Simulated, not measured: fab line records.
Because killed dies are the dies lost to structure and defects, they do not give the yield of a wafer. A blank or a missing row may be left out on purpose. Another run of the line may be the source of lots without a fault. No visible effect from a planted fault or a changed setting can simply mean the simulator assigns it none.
Which tool did it?    flow n5 finfet    30 wafers from 10 lots sampled at 4 of the route's 1938 steps

WHAT THE GAUGES SHOWED, per wafer
N5_BEOL_M5_OCD_MEAS_38.
lot   measured      on      trench depth nm (nm)
L854  day 8 12:43   ocd-01  70.5 70.9 70.7
L856  day 8 13:48   ocd-02  71.9 71.4 71.7
L855  day 8 14:11   ocd-02  70.0 71.9 71.1
L862  day 10 07:09  ocd-02  69.5 69.6 70.5
L863  day 10 19:20  ocd-01  71.1 70.4 69.6
L866  day 11 12:36  ocd-02  71.1 73.0 71.9
L870  day 12 13:21  ocd-01  71.0 70.5 70.1
L872  day 13 04:05  ocd-01  69.7 71.8 72.7
L874  day 13 20:09  ocd-01  72.8 71.7 74.7
L876  day 14 02:57  ocd-01  71.7 70.4 72.0

WHAT TOOL EACH LOT RAN ON (gives the tool, then ch and the chambers of the sampled wafers, and finally the start)
lot   N5_BEOL_M5_STRIP_64                 N5_BEOL_M5_VIA_ETCH_34              N5_BEOL_M5_STRIP_91
L854  rie diel-01 ch 1,2, day 8 11:38     rie diel-03 ch 1,2, day 8 12:29     rie diel-03 ch 1,2, day 8 12:43 or earlier
L856  rie diel-06 ch 0,1,3, day 8 12:26   rie diel-03 ch 2,3, day 8 13:34     rie diel-03 ch 2,3, day 8 13:48 or earlier
L855  rie diel-06 ch 0,3, day 8 12:41     rie diel-03 ch 0,1,3, day 8 13:57   rie diel-03 ch 0,1,3, day 8 14:11 or earlier
L862  rie diel-06 ch 1,2,3, day 10 04:58  rie diel-03 ch 0,1,2, day 10 06:55  rie diel-03 ch 0,1,2, day 10 07:09 or earlier
L863  rie diel-06 ch 0,3, day 10 17:44    rie diel-03 ch 0,1,2, day 10 19:06  rie diel-03 ch 0,1,2, day 10 19:20 or earlier
L866  rie diel-01 ch 0,1,3, day 11 11:04  rie diel-01 ch 0,1,2, day 11 12:22  rie diel-01 ch 0,1,2, day 11 12:36 or earlier
L870  rie diel-01 ch 0,2,3, day 12 11:29  rie diel-03 ch 0,1,2, day 12 13:07  rie diel-03 ch 0,1,2, day 12 13:21 or earlier
L872  rie diel-06 ch 0,2, day 13 02:06    rie diel-06 ch 0,2,3, day 13 03:51  rie diel-06 ch 0,2,3, day 13 04:05 or earlier
L874  rie diel-06 ch 0,1, day 13 18:40    rie diel-01 ch 0,2,3, day 13 19:54  rie diel-01 ch 0,2,3, day 13 20:09 or earlier
L876  rie diel-03 ch 0,1, day 14 01:46    rie diel-01 ch 0,3, day 14 02:42    rie diel-01 ch 0,3, day 14 02:57 or earlier
- N5_BEOL_M5_STRIP_64: strips in CF4.
- N5_BEOL_M5_VIA_ETCH_34: etches SiCOH lowk in C4F6/O2, target depth 88.3 nm, time 39.2 s.
- N5_BEOL_M5_STRIP_91: strips in N2/H2, time 10 s.

THE ANSWER, worked out from the rows above alone
Rule: the usual values come from the lots themselves. The widest of any qualifying gaps counts: lots, ordered by their means at a reading, are off when they make up no more than a third of the lots, leave a main group of 4 or more, and stand apart from it by 3 or more times the standard deviation of that group's means. A main group whose means are all the same, to the digits that the tables above print for the reading, isn't used. Also off: a lot with no number at a reading for which 4 or more lots have one. Any other lot the step has rows for is counted as sound.
No lot is off at any reading shown: from this, nothing can be told.

WHAT THE SIMULATOR PUT IN
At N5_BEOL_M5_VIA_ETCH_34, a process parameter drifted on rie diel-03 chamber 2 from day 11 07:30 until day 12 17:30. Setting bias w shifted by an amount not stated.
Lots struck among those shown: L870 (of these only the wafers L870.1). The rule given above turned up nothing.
